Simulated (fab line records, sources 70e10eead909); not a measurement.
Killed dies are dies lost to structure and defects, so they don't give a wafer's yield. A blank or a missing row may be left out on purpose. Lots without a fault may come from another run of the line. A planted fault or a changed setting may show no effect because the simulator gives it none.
Tool commonality check | flow nand_harc | 6 lots, 18 wafers sampled

WHY IT WAS OPENED
At NHARC_END_SORT_01 the reading sort_bin_3_pct is flagged on 3 of 6 lots. Wafers without a fault read 0.28 %, standard deviation 0.21.
Rule: a lot is flagged when every wafer of it that has a number lies more than 4 standard deviations from that mean, or none has a number. The other lots count as sound.

lot  | measured     | on        | sort_bin_3_pct (%), wafer by wafer | flag
L657 | day 21 22:35 | prober-02 | 0.44 0.15 0.30                     |
L660 | day 22 11:58 | prober-01 | 0 0.30 0.15                        |
L661 | day 23 08:32 | prober-01 | 2.81 2.51 1.77                     | FLAGGED
L662 | day 23 16:49 | prober-02 | 1.92 2.66 3.84                     | FLAGGED
L667 | day 23 22:50 | prober-01 | 1.62 1.77 2.22                     | FLAGGED
L669 | day 24 22:11 | prober-01 | 0.15 0.15 0.15                     |
The numbers of the flagged lots are 2.35 % on average: +2.07 % against the usual, or +10 standard deviations.

WHICH TOOL RAN EACH LOT
The record holds 3 process steps before the reading, out of a route of 1159 steps. In each cell: the tool, then ch and the chambers that the sampled wafers went through, then the start.
lot  | flag    | NHARC_A_BONDPAD_ETCH_24            | NHARC_THIN_TSV_DESCUM_35           | NHARC_THIN_TSV_ETCH_36
L657 |         | rie_diel-06 ch 0,3, day 20 13:52   | rie_diel-13 ch 2,3, day 21 14:51   | rie_metal-02 ch 0, day 21 15:15
L660 |         | rie_diel-06 ch 0,1,2, day 21 05:06 | rie_diel-08 ch 1,2,3, day 22 01:47 | rie_metal-02 ch 0,1, day 22 02:10
L661 | FLAGGED | rie_diel-06 ch 1,3, day 21 23:47   | rie_diel-13 ch 0,1, day 22 23:56   | rie_metal-03 ch 0,1, day 23 00:19
L662 | FLAGGED | rie_diel-06 ch 1,2, day 22 00:13   | rie_diel-02 ch 1,3, day 23 04:59   | rie_metal-02 ch 0,1, day 23 05:23
L667 | FLAGGED | rie_diel-06 ch 0,3, day 22 15:50   | rie_diel-08 ch 1,2,3, day 23 12:55 | rie_metal-01 ch 0,1, day 23 13:19
L669 |         | rie_diel-07 ch 0,2,3, day 23 02:01 | rie_diel-08 ch 0,1,3, day 24 00:54 | rie_metal-03 ch 0,1, day 24 01:17
What these steps do:
- NHARC_A_BONDPAD_ETCH_24: etches the open film in CF4/N2, target depth 30 nm, time 72.99 s.
- NHARC_THIN_TSV_DESCUM_35: chemistry O2, time 3 s.
- NHARC_THIN_TSV_ETCH_36: etches the open film in Cl2/BCl3, target depth 65 nm, time 18.571 s.
- NHARC_END_SORT_01

FLAGGED OVER TOTAL, TOOL BY TOOL (the gauges that took the reading come last)
step                     | tool         | lots run | flagged | share of the flagged lots | sound lots run after its first flagged lot
NHARC_A_BONDPAD_ETCH_24  | rie_diel-06  | 5        | 3       | all                       | 0
NHARC_A_BONDPAD_ETCH_24  | rie_diel-07  | 1        | 0       | none                      | -
NHARC_THIN_TSV_DESCUM_35 | rie_diel-02  | 1        | 1       | some                      | 0
NHARC_THIN_TSV_DESCUM_35 | rie_diel-08  | 3        | 1       | some                      | 1 (L669)
NHARC_THIN_TSV_DESCUM_35 | rie_diel-13  | 2        | 1       | some                      | 0
NHARC_THIN_TSV_ETCH_36   | rie_metal-01 | 1        | 1       | some                      | 0
NHARC_THIN_TSV_ETCH_36   | rie_metal-02 | 3        | 1       | some                      | 0
NHARC_THIN_TSV_ETCH_36   | rie_metal-03 | 2        | 1       | some                      | 1 (L669)
NHARC_END_SORT_01        | prober-01    | 4        | 2       | some                      | 1 (L669)
NHARC_END_SORT_01        | prober-02    | 2        | 1       | some                      | 0

WHAT THE TABLE ALLOWS
1 row of the table ran every flagged lot: rie_diel-06 at NHARC_A_BONDPAD_ETCH_24.
- rie_diel-06 at NHARC_A_BONDPAD_ETCH_24: 3 of its 5 lots flagged. Its last sound lot is L660 (day 21 05:06), its first flagged lot L661 (day 21 23:47): a fault that began between those two fits.
One tool is left: rie_diel-06 at NHARC_A_BONDPAD_ETCH_24.

WHAT THE SIMULATOR HAD PUT IN
Chamber particle source: rie_diel-06, from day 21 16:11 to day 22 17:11, at NHARC_A_BONDPAD_ETCH_24. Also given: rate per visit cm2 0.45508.
Lots struck among those shown: L661, L662, L667. The rule above found the same.
